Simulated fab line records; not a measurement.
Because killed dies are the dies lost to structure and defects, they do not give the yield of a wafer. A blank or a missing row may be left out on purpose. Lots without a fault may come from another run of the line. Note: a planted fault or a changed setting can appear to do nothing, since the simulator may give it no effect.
A lot that was struck, set against a sound lot | flow n5 finfet | 37 steps out of a route of 1938
Sound: the wafers L874.1, L874.5, L874.6. Struck: wafers L889.4, L889.5 (left out: L889.6, a lot-mate that was not struck); the cause follows at the end.
Order at every step that has rows: each side's tool, ch and its chambers, its first start. Under that, the readings that differ: sound wafers | struck wafers | difference of the means | sigmas: that difference in standard deviations of wafers without a fault.
alike: readings with means less than 2 such deviations apart, plus words and numbers identical on both sides. not compared: withheld readings, readings lacking a value on some wafer, bounds such as >300 that could conceal the same value, and numbers that have no deviation in the record and whose values overlap.
The two part at a step that has a row with sigmas, a row that says differs or no value, or rows on one side only. Numbers that don't overlap but have no deviation are shown without sigmas and don't part them. Lack of a reading on every wafer of one side parts them only where that side has two or more wafers.

first, 9 steps without rows for these wafers: N5_PMOS_HMC_CHANNEL_EPI_COAT_31 (time 60 s, resist thk 66 nm); N5_PMOS_HMC_CHANNEL_EPI_COAT_03 (resist thk 205 nm); N5_PMOS_HMC_CHANNEL_EPI_EBR_05; N5_PMOS_HMC_CHANNEL_EPI_SOFTBAKE_04 (time 60 s); N5_PMOS_HMC_CHANNEL_EPI_EXPOSE_06 (exposes mask PMOS HMC BLK, target cd 240 nm); N5_PMOS_HMC_CHANNEL_EPI_PEB_07 (peb time 60 s); N5_PMOS_HMC_CHANNEL_EPI_DEVELOP_08 (develop time 30 s); N5_PMOS_HMC_CHANNEL_EPI_DESCUM_14 (chemistry O2, time 7.9 s); N5_PMOS_HMC_CHANNEL_EPI_ETCH_32 (etches BARC in N2/H2, stops on SiO2, target depth 85.8 nm, time 50.3 s).
N5_PMOS_HMC_CHANNEL_EPI_HM_OPEN_15: chemistry CHF3/O2, target SiO2, target depth 40.6 nm, time 20.3 s.
  sound on rie diel-06 ch 1,2,3, day 1 17:11; struck on rie diel-05 ch 3, day 5 11:20
  reading                                                         | sound             | struck      | difference | sigmas
  oes product au (a.u.)                                           | 0.95 0.75 0.69    | 0.53 0.52   | -0.27      | -4
  model.etch.depth nm (nm)                                        | 42.18 40.03 40.02 | 22.93 22.95 | -17.80     |
  model.CAR-ArF-block_of_PMOS_HMC_CHANNEL_EPI_COAT_03.thk nm (nm) | 89.11 93.91 94.73 | 110.6 111.3 | +18.4      |
  alike: drypump motor current A, mfc ar sccm, rf vpp V, showerhead plenum p Torr, throttle valve pct
  not compared: rf hours counter h
then, 25 steps without rows for these wafers: N5_PMOS_HMC_CHANNEL_EPI_STRIP_33 (strips in N2/H2); N5_PMOS_HMC_CHANNEL_EPI_STRIP_17 (strips in SPM, time 750 s); N5_PMOS_HMC_CHANNEL_EPI_ETCH_38 (etches SiO2 in CF4, target depth 1.5 nm); N5_PMOS_HMC_CHANNEL_EPI_FIN_RECESS_16 (chemistry HBr/Cl2, target Si, target depth 54 nm, time 18 s); N5_PMOS_HMC_CHANNEL_EPI_PRECLEAN_36 (cleans in O3/DIW, time 45 s); N5_PMOS_HMC_CHANNEL_EPI_PRECLEAN_18 (cleans in DHF, time 30 s); N5_PMOS_HMC_CHANNEL_EPI_SRD_19 (time 30 s); N5_PMOS_HMC_CHANNEL_EPI_EPI_20 (deposits SiGe30, target thk 59 nm); N5_PMOS_HMC_CHANNEL_EPI_HM_STRIP_35 (strips SiO2 in dHF, material SiO2, target depth 39.6 nm, time 216 s); N5_PMOS_HMC_CHANNEL_EPI_SRD_39 (time 30 s); N5_PMOS_HMC_CHANNEL_EPI_CMP_21 (polishes SiGe30, target thk 54 nm); N5_PMOS_HMC_CHANNEL_EPI_PRECLEAN_40 (cleans in DHF, time 30 s); N5_PMOS_HMC_CHANNEL_EPI_PRECLEAN_37 (cleans in O3/DIW, time 45 s); N5_PMOS_HMC_CHANNEL_EPI_PRECLEAN_24 (cleans in DHF, time 30 s); N5_PMOS_HMC_CHANNEL_EPI_SRD_25 (time 30 s); N5_PMOS_HMC_CHANNEL_EPI_EPI_26 (deposits Si from SiH4/H2, target thk 3.8 nm, time 22.7 s); N5_FIN_SAQP_PRECLEAN_42 (cleans in O3/DIW, time 60 s); N5_FIN_SAQP_PRECLEAN_00 (cleans in SC1, time 60 s); N5_FIN_SAQP_PRECLEAN_44 (cleans in SC2, time 45 s); N5_FIN_SAQP_SRD_01 (time 30 s); N5_FIN_SAQP_ALD_61 (deposits SiO2, target thk 4 nm, pulse time 1 s, purge time 2 s); N5_FIN_SAQP_DENSIFY_62 (time 60 s); N5_FIN_SAQP_HM_DEP_03 (deposits SiNx from SiH4/NH3/N2, target thk 38 nm, time 33.6 s); N5_FIN_SAQP_PECVD_47 (deposits a-Si from SiH4/He, target thk 45 nm, time 36.3 s); N5_FIN_SAQP_PECVD_48 (deposits SiNx from SiH4/NH3/N2, target thk 25 nm, time 22.1 s).
N5_BEOL_M4_RC_MEAS_101:
  the record has rows for the sound wafers here (prober-02 ch 0, day 8 03:52) and none for the struck ones
-- the record jumps here: 11 days lie between the struck wafers' starts before and after (it left off in module BEOL_M4 and takes up again in module PASSIVATION, whose first step shown is number 1936 of the route) --
N5_PASSIVATION_PROBE_49:
  record: rows for the struck wafers here (prober-01, day 16 02:50), none for the sound ones

WHERE THEY PART
First at N5_PMOS_HMC_CHANNEL_EPI_HM_OPEN_15; last, within this record, at N5_PASSIVATION_PROBE_49.

WHY: whatever the simulator had introduced
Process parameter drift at N5_PMOS_HMC_CHANNEL_EPI_HM_OPEN_15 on rie diel-05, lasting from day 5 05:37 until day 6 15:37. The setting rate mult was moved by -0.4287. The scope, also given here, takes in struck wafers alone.
